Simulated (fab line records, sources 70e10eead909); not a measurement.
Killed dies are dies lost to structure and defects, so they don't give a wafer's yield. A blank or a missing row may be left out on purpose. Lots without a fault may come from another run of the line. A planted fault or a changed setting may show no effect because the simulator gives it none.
Chamber matching | flow nand_harc | NHARC_A_CONTACT_DESCUM_74 on rie_diel-11: 4 sister chambers
The step chemistry O2, time 3 s. 16 wafers are shown with their chamber, then 8 later ones without.

WAFERS WITH THEIR CHAMBER
wafer  | chamber | showerhead_plenum_p_Torr (Torr) | drypump_motor_current_A (A) | throttle_valve_pct (%)
L075.2 | 3       | 2.07                            | 5.7                         | 11.316
L075.4 | 1       | 2.07                            | 5.8                         | 11.312
L075.6 | 2       | 1.97                            | 5.7                         | 11.310
L078.3 | 2       | 1.97                            | 5.7                         | 11.304
L078.4 | 3       | 2.07                            | 5.8                         | 11.305
L078.6 | 3       | 2.07                            | 5.7                         | 11.318
L079.1 | 1       | 2.07                            | 5.8                         | 11.336
L079.4 | 2       | 1.97                            | 5.7                         | 11.294
L079.5 | 0       | 1.96                            | 5.5                         | 11.314
L088.2 | 3       | 2.07                            | 5.8                         | 11.326
L088.4 | 2       | 1.97                            | 5.7                         | 11.296
L088.5 | 1       | 2.07                            | 5.8                         | 11.306
L090.1 | 3       | 2.06                            | 5.7                         | 11.304
L090.3 | 1       | 2.06                            | 5.8                         | 11.310
L090.4 | 2       | 1.97                            | 5.7                         | 11.311
L091.2 | 3       | 2.06                            | 5.7                         | 11.306

SIGNATURES (means of the wafers above)
reading                  | chamber 0 | chamber 1 | chamber 2 | chamber 3 | scatter within a chamber
showerhead_plenum_p_Torr | 1.9600    | 2.0675    | 1.9700    | 2.0667    | 0.00417
drypump_motor_current_A  | 5.500     | 5.800     | 5.700     | 5.733     | 0.0333
throttle_valve_pct       | 11.31400  | 11.31600  | 11.30300  | 11.31250  | 0.00996
Rule: a wafer's distance from a chamber is the root of the sum, over the readings, of the square of ((its reading less the chamber's mean) divided by the reading's scatter). The wafer belongs to the nearest chamber; if the next one is less than 2 further off, it can't be placed. The scatter: the root of (the sum of the squares of (reading less its chamber's mean) over the shown wafers, divided by (wafers less chambers)).

WAFERS WITHOUT THEIR CHAMBER
wafer  | showerhead_plenum_p_Torr (Torr) | drypump_motor_current_A (A) | throttle_valve_pct (%)
L091.3 | 2.06                            | 5.7                         | 11.313
L091.5 | 1.95                            | 5.5                         | 11.329
L093.1 | 1.95                            | 5.5                         | 11.299
L093.3 | 2.06                            | 5.7                         | 11.312
L093.5 | 2.06                            | 5.7                         | 11.324
L095.2 | 1.96                            | 5.7                         | 11.310
L095.4 | 2.06                            | 5.8                         | 11.312
L095.5 | 2.06                            | 5.7                         | 11.303

WHICH CHAMBER EACH WENT THROUGH
wafer  | from the rows above     | in truth
L091.3 | can't be placed: 3 or 1 | 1
L091.5 | 0                       | 0
L093.1 | 0                       | 0
L093.3 | can't be placed: 3 or 1 | 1
L093.5 | can't be placed: 3 or 1 | 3
L095.2 | 2                       | 2
L095.4 | can't be placed: 1 or 3 | 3
L095.5 | can't be placed: 3 or 1 | 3
Placed correctly: 3 of 8. Can't be placed from these rows: 5 (the true chamber is among the candidates in 5). Placed wrongly: 0.
